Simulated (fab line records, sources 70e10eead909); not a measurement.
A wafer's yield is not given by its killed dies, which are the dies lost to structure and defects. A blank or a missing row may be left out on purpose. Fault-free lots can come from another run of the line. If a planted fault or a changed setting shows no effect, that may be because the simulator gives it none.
Matching of chambers | flow nand harc | 4 sister chambers for NHARC_A_STAIRCASE_CMP_450 on cmp-02
The step polishes SiO2, target thk 200 nm. 16 wafers are shown with their chamber, then 8 later ones without.

## WAFERS, EACH WITH ITS CHAMBER
wafer  | chamber | motor current A (A) | slurry filter dp kPa (kPa)
L075.1 | 1       | 9.8                 | 13.44
L075.2 | 0       | 13.8                | 13.70
L075.4 | 3       | 11.2                | 13.55
L079.3 | 0       | 13.1                | 13.64
L079.5 | 3       | 12.0                | 13.75
L079.6 | 2       | 10.9                | 13.58
L082.1 | 0       | 14.0                | 13.71
L082.4 | 1       | 8.8                 | 13.52
L082.5 | 1       | 9.3                 | 13.46
L085.4 | 1       | 9.2                 | 13.47
L085.5 | 3       | 11.6                | 13.59
L085.6 | 0       | 14.3                | 13.73
L090.3 | 1       | 9.1                 | 13.42
L090.4 | 3       | 11.4                | 13.44
L090.6 | 1       | 9.2                 | 13.55
L092.3 | 0       | 13.7                | 13.27

SIGNATURES, as means of the wafers listed above
reading              | chamber 0 | chamber 1 | chamber 2 | chamber 3 | scatter within a chamber
motor current A      | 13.780    | 9.233     | 10.900    | 11.550    | 0.373
slurry filter dp kPa | 13.6100   | 13.4767   | 13.5800   | 13.5825   | 0.132
Rule: distance of a wafer from a chamber = root of the sum over the readings of ((wafer's reading minus chamber's mean) / reading's scatter) squared. If the next closest chamber is less than 2 further off than the closest, the wafer can't be placed; otherwise it belongs to the closest. The scatter: the root of (the sum of the squares of (reading less its chamber's mean) over the shown wafers, divided by (wafers less chambers)).

## WAFERS MISSING THEIR CHAMBER
wafer  | motor current A (A) | slurry filter dp kPa (kPa)
L092.4 | 10.6                | 13.48
L092.5 | 10.6                | 13.49
L096.3 | 11.4                | 13.50
L096.5 | 11.6                | 13.59
L096.6 | 13.4                | 13.66
L097.1 | 13.5                | 13.54
L097.2 | 12.0                | 13.47
L097.4 | 9.4                 | 13.53

## THE CHAMBER EACH PASSED THROUGH
wafer  | from the rows above     | in truth
L092.4 | can't be placed: 2 or 3 | 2
L092.5 | can't be placed: 2 or 3 | 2
L096.3 | can't be placed: 3 or 2 | 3
L096.5 | can't be placed: 3 or 2 | 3
L096.6 | 0                       | 0
L097.1 | 0                       | 0
L097.2 | can't be placed: 3 or 2 | 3
L097.4 | 1                       | 1
Correctly placed: 3 of 8. Unplaceable from these rows: 5, with the true chamber sitting among the candidates in 5. Wrongly placed: 0.
